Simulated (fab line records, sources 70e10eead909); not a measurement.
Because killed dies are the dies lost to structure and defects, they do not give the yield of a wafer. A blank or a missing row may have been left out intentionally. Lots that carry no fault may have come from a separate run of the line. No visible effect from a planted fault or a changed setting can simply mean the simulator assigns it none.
Matching of chambers -- flow nand_harc -- 4 sister chambers for NHARC_P_BONDPAD_STRIP_15 on rie_diel-05
The step strips in O2. 27 wafers are shown with their chamber, then 12 later ones without.

WAFERS, EACH WITH ITS CHAMBER
wafer,chamber,showerhead_plenum_p_Torr (Torr),drypump_motor_current_A (A),oes_product_au (a.u.)
L077.4,2,3.72,5.89,1.004
L077.5,0,3.68,5.67,0.994
L077.6,3,3.48,5.36,0.991
L079.1,2,3.72,5.90,1.016
L079.2,0,3.68,5.67,1.004
L079.6,1,3.65,5.86,0.995
L079.3,3,3.48,5.38,1.001
L079.4,1,3.65,5.83,0.997
L079.5,0,3.68,5.65,1.006
L080.3,3,3.48,5.37,0.999
L080.4,0,3.67,5.67,1.007
L080.5,3,3.48,5.37,1.001
L082.2,0,3.67,5.66,1.013
L082.4,2,3.71,5.92,1.011
L082.6,1,3.65,5.82,0.988
L082.1,3,3.48,5.37,0.992
L082.3,1,3.65,5.83,0.986
L082.5,0,3.67,5.66,1.011
L087.1,2,3.71,5.87,1.004
L087.5,0,3.67,5.67,1.008
L087.6,3,3.48,5.37,0.997
L089.2,0,3.67,5.67,1.021
L089.3,1,3.64,5.84,0.986
L089.5,2,3.71,5.90,1.022
L090.2,2,3.71,5.90,1.011
L090.3,0,3.67,5.66,1.027
L090.4,1,3.64,5.85,0.993

SIGNATURES, as means of the wafers listed above
reading,chamber 0,chamber 1,chamber 2,chamber 3,scatter within a chamber
showerhead_plenum_p_Torr,3.6733,3.6467,3.7133,3.4800,0.0045
drypump_motor_current_A,5.6644,5.8383,5.8967,5.3700,0.0115
oes_product_au,1.01011,0.99083,1.01133,0.99683,0.00721
Rule: distance of a wafer from a chamber = root of the sum over the readings of ((wafer's reading minus chamber's mean) / reading's scatter) squared. If the next closest chamber is less than 2 further off than the closest, the wafer can't be placed; otherwise it belongs to the closest. The scatter: take each reading less its chamber's mean, square it, sum over the shown wafers, divide by the number of wafers less the number of chambers, and take the root.

WAFERS WHOSE CHAMBER IS MISSING
wafer,showerhead_plenum_p_Torr (Torr),drypump_motor_current_A (A),oes_product_au (a.u.)
L090.1,3.48,5.38,1.009
L090.5,3.71,5.90,1.012
L090.6,3.64,5.83,0.983
L094.3,3.67,5.66,1.023
L094.4,3.48,5.35,1.033
L094.6,3.67,5.65,1.020
L095.1,3.71,5.92,0.999
L095.2,3.64,5.82,1.000
L095.4,3.67,5.69,1.019
L095.3,3.48,5.37,1.010
L095.5,3.48,5.39,1.011
L095.6,3.71,5.90,1.001

WHICH CHAMBER EACH WENT THROUGH
wafer,from the rows above,in truth
L090.1,3,3
L090.5,2,2
L090.6,1,1
L094.3,0,0
L094.4,3,3
L094.6,0,0
L095.1,2,2
L095.2,1,1
L095.4,0,0
L095.3,3,3
L095.5,3,3
L095.6,2,2
12 of 12 placed correctly. Not placeable from these rows: 0. Wrongly placed: 0.
